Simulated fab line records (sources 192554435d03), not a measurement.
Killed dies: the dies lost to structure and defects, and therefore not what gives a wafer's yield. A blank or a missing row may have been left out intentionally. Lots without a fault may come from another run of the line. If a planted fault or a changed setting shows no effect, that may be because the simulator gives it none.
The tool behind it: which one?	flow n5_finfet	72 wafers from 24 lots sampled at 2 of the route's 1938 steps

## WHAT THE GAUGES READ, wafer by wafer
N5_BEOL_M1_CD_MEAS_18: pitch 36 nm, target cd 18 nm.
lot	measured	on	cd_nm (nm)
L074	day 6 06:17	cd_sem-02	17.4 18.3 17.8
L075	day 6 18:15	cd_sem-01	17.8 18.1 18.0
L077	day 6 20:16	cd_sem-02	18.8 18.1 18.8
L076	day 6 23:58	cd_sem-02	18.1 18.4 18.2
L078	day 7 04:02	cd_sem-01	17.4 18.2 18.1
L079	day 7 15:33	cd_sem-02	18.1 18.4 17.9
L080	day 7 18:08	cd_sem-03	18.3 18.4 18.5
L081	day 8 00:04	cd_sem-01	18.1 17.6 18.1
L082	day 8 11:38	cd_sem-02	18.6 18.0 17.6
L083	day 8 18:01	cd_sem-01	17.5 18.3 18.5
L084	day 8 20:42	cd_sem-02	17.9 18.5 18.4
L085	day 9 07:33	cd_sem-03	17.9 18.2 18.4
L086	day 9 10:56	cd_sem-01	18.0 18.1 17.7
L087	day 9 14:44	cd_sem-02	17.7 17.6 18.1
L088	day 9 20:04	cd_sem-03	18.2 18.0 17.4
L089	day 10 00:25	cd_sem-02	17.8 17.9 18.0
L090	day 10 08:34	cd_sem-02	18.0 18.1 17.8
L091	day 10 08:53	cd_sem-02	17.4 18.1 18.4
L092	day 10 17:26	cd_sem-03	18.0 17.7 18.4
L093	day 10 23:18	cd_sem-02	17.9 17.7 17.6
L094	day 11 09:08	cd_sem-01	18.2 18.2 18.0
L095	day 11 12:28	cd_sem-03	17.8 18.0 17.8
L096	day 12 02:16	cd_sem-01	17.9 18.3 17.9
L097	day 12 02:26	cd_sem-02	18.0 17.6 17.4

N5_BEOL_M1_OVL_MEAS_29.
lot	measured	on	V0_OVL (nm)
L074	day 6 06:46	overlay-02	-0.5 -1.2 -1.1
L075	day 6 18:38	overlay-01	0.1 1.2 0.2
L077	day 6 20:44	overlay-01	0.8 0.5 0.7
L076	day 7 00:26	overlay-02	-0.5 -0.1 -1.1
L078	day 7 04:23	overlay-01	0.5 0.1 0.1
L079	day 7 15:58	overlay-01	-0.9 0.6 -0.1
L080	day 7 18:52	overlay-01	1.0 0.4 0.1
L081	day 8 00:33	overlay-02	0.6 0.1 -0.2
L082	day 8 12:07	overlay-01	0.9 0.4 0.6
L083	day 8 18:30	overlay-01	-0.2 -0.3 -0.2
L084	day 8 21:03	overlay-01	1.0 0.7 1.3
L085	day 9 08:02	overlay-01	-0.5 -0.3 -0.5
L086	day 9 11:24	overlay-01	1.1 0.6 -0.2
L087	day 9 15:13	overlay-02	-0.1 -0.7 0.6
L088	day 9 20:25	overlay-01	0.0 -0.8 0.0
L089	day 10 00:46	overlay-01	-0.1 0.2 -0.2
L090	day 10 09:02	overlay-02	1.1 -0.1 0.6
L091	day 10 09:22	overlay-01	-0.4 -0.2 0.5
L092	day 10 17:55	overlay-01	1.3 0.5 0.9
L093	day 10 23:39	overlay-01	0.7 1.8 0.9
L094	day 11 09:29	overlay-01	-0.7 -0.7 -0.3
L095	day 11 12:57	overlay-01	-0.9 -1.1 -0.9
L096	day 12 02:38	overlay-01	-0.3 1.4 0.6
L097	day 12 02:55	overlay-01	0.8 0.3 0.0

## EACH LOT AND THE TOOL THAT RAN IT (in order: tool; ch and the chambers of the sampled wafers; start)
The record shows no process step preceding these readings.

## AS READ BY THE TOOLS THEMSELVES (means over the sampled wafers that have a number; for cases with no such wafer, the mark the record gives instead)
The record holds no such reading with a usual standard deviation.

## THE ANSWER, worked out from the rows above alone
Rule: what is usual is taken from the lots themselves. Put in order of their means at a reading, lots are off if they are a third of the lots or fewer, leave a main group of 4 or more, and stand apart from it by a gap of 3 or more times the standard deviation of the main group's means; of several such gaps the widest counts. A main group whose means are all the same, to the digits that the tables above print for the reading, isn't used. Also off: a lot with no number at a reading for which 4 or more lots have one. Where the step has rows for the other lots, those lots are counted as sound. First the gauges in route order, then the tools' own readings, where a lot's mean is used as printed above. At the first step where some lot is off, the reading lying furthest off is the one used; lots without a number count as furthest.
None of the lots is off at any reading shown; this tells nothing.

## WHAT THE SIMULATOR HAD INSERTED
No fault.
